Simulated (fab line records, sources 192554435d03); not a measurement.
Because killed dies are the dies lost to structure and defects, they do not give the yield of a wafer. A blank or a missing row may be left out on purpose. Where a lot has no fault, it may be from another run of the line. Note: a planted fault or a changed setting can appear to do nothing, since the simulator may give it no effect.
Which of the tools did it?	flow n5-finfet	24 lots, 72 wafers sampled, at 2 steps of a route of 1938

WHAT THE GAUGES SHOWED, per wafer
N5_BEOL_M7_OVL_MEAS_12. Usual: M7_OVL 0.1 nm, standard deviation 0.73.
lot	measured	on	M7_OVL (nm)	flag
L075	day 11 15:19	overlay-01	0.2 -0.4 1.0	
L076	day 11 23:59	overlay-01	1.5 0.0 -0.4	
L074	day 12 00:44	overlay-01	0.2 0.7 -0.1	
L078	day 12 02:49	overlay-01	-0.7 -0.9 -0.8	
L077	day 12 15:14	overlay-01	-0.6 -0.4 -0.5	
L079	day 12 21:38	overlay-01	0.4 -1.3 -0.4	
L081	day 13 14:35	overlay-01	-0.3 -0.2 -1.6	
L084	day 14 00:24	overlay-01	1.0 1.1 0.1	
L082	day 14 07:33	overlay-01	0.1 1.2 0.7	
L080	day 14 14:25	overlay-01	0.0 0.6 -0.1	
L083	day 14 17:57	overlay-02	0.7 1.7 0.8	
L087	day 14 19:19	overlay-01	0.4 0.5 -0.4	
L085	day 15 07:09	overlay-02	-0.2 0.8 -0.7	
L088	day 15 07:19	overlay-02	1.1 0.2 0.4	
L089	day 16 03:30	overlay-01	-0.8 -0.3 0.2	
L090	day 16 04:16	overlay-02	-0.2 -0.5 0.4	
L091	day 16 08:00	overlay-01	0.3 0.2 0.1	
L093	day 16 11:04	overlay-01	1.2 1.1 -0.3	
L095	day 16 15:11	overlay-02	-0.6 0.2 0.2	
L086	day 16 15:21	overlay-01	-0.2 -0.5 -0.2	
L092	day 17 05:38	overlay-02	-1.0 0.3 -1.3	
L094	day 17 09:11	overlay-02	1.6 0.1 0.4	
L096	day 17 12:17	overlay-02	0.2 -0.3 -0.2	
L097	day 17 15:43	overlay-02	-0.1 -1.3 -0.7	

EACH LOT AND THE TOOL THAT RAN IT (in order: tool; ch and the chambers of the sampled wafers; start)
lot	N5_BEOL_M7_PECVD_70
L075	pecvd-04 ch 0,1, day 11 14:11
L076	pecvd-04 ch 0,1,2, day 11 22:29
L074	pecvd-04 ch 0,2, day 11 23:45
L078	pecvd-02 ch 0,1,2, day 12 00:32
L077	pecvd-02 ch 1, day 12 14:15
L079	pecvd-04 ch 0,1,2, day 12 19:46
L081	pecvd-01 ch 1,2, day 13 12:43
L084	pecvd-04 ch 0,1, day 13 23:41
L082	pecvd-02 ch 0,1,2, day 14 06:38
L080	pecvd-01 ch 0,2, day 14 11:52
L083	pecvd-04 ch 0,1, day 14 14:55
L087	pecvd-02 ch 0,1,2, day 14 16:57
L085	pecvd-01 ch 1,2, day 15 05:48
L088	pecvd-02 ch 0,1,2, day 15 05:50
L089	pecvd-02 ch 0,1,2, day 16 00:37
L090	pecvd-04 ch 1,2, day 16 01:13
L091	pecvd-04 ch 0,1, day 16 06:39
L093	pecvd-01 ch 0,1, day 16 08:43
L095	pecvd-04 ch 0,1, day 16 11:55
L086	pecvd-04 ch 0,1, day 16 12:19
L092	pecvd-01 ch 0,2, day 17 03:40
L094	pecvd-04 ch 1,2, day 17 08:35
L096	pecvd-01 ch 1,2, day 17 10:26
L097	pecvd-04 ch 0,1, day 17 13:17
- N5_BEOL_M7_PECVD_70: deposits SiO2 from TEOS/O2, target thk 20 nm, time 22.7 s.

WHAT THE TOOLS THEMSELVES READ (means of the sampled wafers that have a number; where no wafer has one, the mark that the record gives instead)
N5_BEOL_M7_PECVD_70. Usual: heater-power-w 825 W, standard deviation 100; showerhead-plenum-p-Torr 8.76 Torr, standard deviation 0.053; susceptor-temp-C 399.98 C, standard deviation 0.22; throttle-valve-pct 21.6 %, standard deviation 0.95.
lot	tool	heater-power-w (W)	showerhead-plenum-p-Torr (Torr)	susceptor-temp-C (C)	throttle-valve-pct (%)	flag
L075	pecvd-04	774	8.75	400.16	22.8	
L076	pecvd-04	770	8.76	400.02	22.0	
L074	pecvd-04	744	8.76	399.93	22.3	
L078	pecvd-02	796	8.82	399.86	21.0	
L077	pecvd-02	930	8.84	400.03	22.1	
L079	pecvd-04	808	8.77	400.34	22.2	
L081	pecvd-01	776	8.69	400.04	20.7	
L084	pecvd-04	868	8.75	399.91	22.7	
L082	pecvd-02	785	8.81	399.93	21.4	
L080	pecvd-01	895	8.73	399.71	21.0	
L083	pecvd-04	848	8.75	400.10	22.9	
L087	pecvd-02	804	8.80	400.15	21.0	
L085	pecvd-01	798	8.67	399.99	20.7	
L088	pecvd-02	758	8.81	400.24	21.1	
L089	pecvd-02	736	8.81	399.90	21.1	
L090	pecvd-04	861	8.75	399.99	22.1	
L091	pecvd-04	876	8.77	400.00	22.9	
L093	pecvd-01	892	8.78	400.16	20.9	
L095	pecvd-04	886	8.75	399.89	22.7	
L086	pecvd-04	828	8.76	399.99	22.8	
L092	pecvd-01	867	8.72	400.00	20.9	
L094	pecvd-04	871	8.75	399.78	22.0	
L096	pecvd-01	901	8.74	400.02	20.7	
L097	pecvd-04	898	8.76	399.95	22.8	

THE ANSWER, worked out from the rows above alone
Rule: take the mean of a lot's wafers that have a number; if it is more than 3 standard deviations from the usual mean, the lot is off. A lot without any number at a reading at which 4 lots or more have one is off too. All remaining lots with rows at the step are treated as sound. First the gauges in route order, then the tools' own readings, where a lot's mean is used as printed above. The first step at which some lot is off is used, and at that step the reading that is off furthest; a lot without a number counts as furthest.
No lot is off on any of the readings shown, so nothing can be concluded from this.

WHAT THE SIMULATOR HAD INSERTED
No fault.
